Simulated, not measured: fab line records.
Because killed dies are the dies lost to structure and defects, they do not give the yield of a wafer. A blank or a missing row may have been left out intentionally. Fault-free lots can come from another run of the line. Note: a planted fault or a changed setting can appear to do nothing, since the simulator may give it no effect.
Comparing a struck lot with a sound one / flow nand-harc / 14 out of 1159 route steps
Sound: the wafers L923.2, L923.3, L923.4. Wafers L913.3, L913.4, L913.5 were the ones struck. Last of all comes the cause.
Per side, at each step with rows, come the tool, then ch with its chambers, and then its first start. Under that, the readings that differ: sound wafers / struck wafers / difference of the means / sigmas: that difference in standard deviations of wafers without a fault.
alike: a reading whose means differ by less than 2 such deviations, as well as words and numbers matching on both sides. not compared: withheld readings; readings where some wafer has no value; bounds like >300 that might hide an equal value; numbers whose values overlap and for which the record gives no deviation.
The two part at a step that has a row with sigmas, a row that says differs or no value, or rows on one side only. Numbers that don't overlap but have no deviation are shown without sigmas and don't part them. A reading missing from all wafers of one side parts the sides only when that side holds two or more wafers.

NHARC_A_ZERO_WELL_INSPECT_17:
  struck on defect-inspect-01, day 8 07:19; sound on defect-inspect-02, day 10 18:25
  alike: raw-defect-count
then, 3 steps without rows for these wafers: NHARC_A_SOURCE_PLATE_PRECLEAN_00 (cleans in HF-LAST, time 60 s); NHARC_A_SOURCE_PLATE_SRD_01; NHARC_A_SOURCE_PLATE_OXIDE_02 (material SiO2, target thk 10 nm, ox time 1362 s).
NHARC_A_SOURCE_PLATE_THK_MEAS_09: measures by ellipsometry.
  struck on film-metro-01, day 8 15:15; sound on film-metro-01, day 11 01:51
  alike: thk-nm
then, 3 steps without rows for these wafers: NHARC_A_SOURCE_PLATE_PVD_04 (deposits WSi2, target thk 50 nm); NHARC_A_SOURCE_PLATE_CVD_03 (deposits poly-Si, target thk 200 nm, time 4000 s); NHARC_A_SOURCE_PLATE_ANNEAL_05 (time 1800 s).
NHARC_A_SOURCE_PLATE_THK_MEAS_06: measures by ellipsometry.
  struck on film-metro-02, day 9 04:25; sound on film-metro-02, day 11 14:59
  alike: thk-nm
NHARC_A_SOURCE_PLATE_INSPECT_08:
  struck on defect-inspect-01, day 9 04:30; sound on defect-inspect-02, day 11 15:02
  alike: raw-defect-count
NHARC_A_ONON_D1_DEP_00: target thk 1000 nm.
  sound on pecvd-onon-03 ch 0, day 11 15:10; struck on pecvd-onon-02 ch 0, day 9 04:41
  alike: n2-flow-sccm
NHARC_A_ONON_D1_THK_MEAS_02: measures by ellipsometry.
  struck on film-metro-01, day 9 05:05; sound on film-metro-02, day 11 15:37
reading=thk-nm (nm); sound=1015 1014 1013; struck=545 547 544; difference=-469; sigmas=-47
then, 1 step without rows for these wafers: NHARC_A_ONON_D1_DEP_03 (target thk 1000 nm).
-- the record jumps here: 12 days lie between the struck wafers' starts before and after (it left off in module A_ONON_D1 and takes up again in module END, whose first step shown is number 1159 of the route) --
NHARC_END_SORT_01:
  sound on prober-01 ch 0, day 23 11:05; struck on prober-02 ch 0, day 20 20:51
reading=killed-at-array; sound=19 22 28; struck=674 674 674; difference=+651; sigmas=+88
reading=killed-dies; sound=25 27 33; struck=677 677 677; difference=+649; sigmas=+81
  alike: killed-at-other, killed-at-periphery, killed-open, killed-short

## WHERE THEY PART
First at NHARC_A_ONON_D1_THK_MEAS_02; last, within this record, at NHARC_END_SORT_01.

WHY: what had been put in by the simulator
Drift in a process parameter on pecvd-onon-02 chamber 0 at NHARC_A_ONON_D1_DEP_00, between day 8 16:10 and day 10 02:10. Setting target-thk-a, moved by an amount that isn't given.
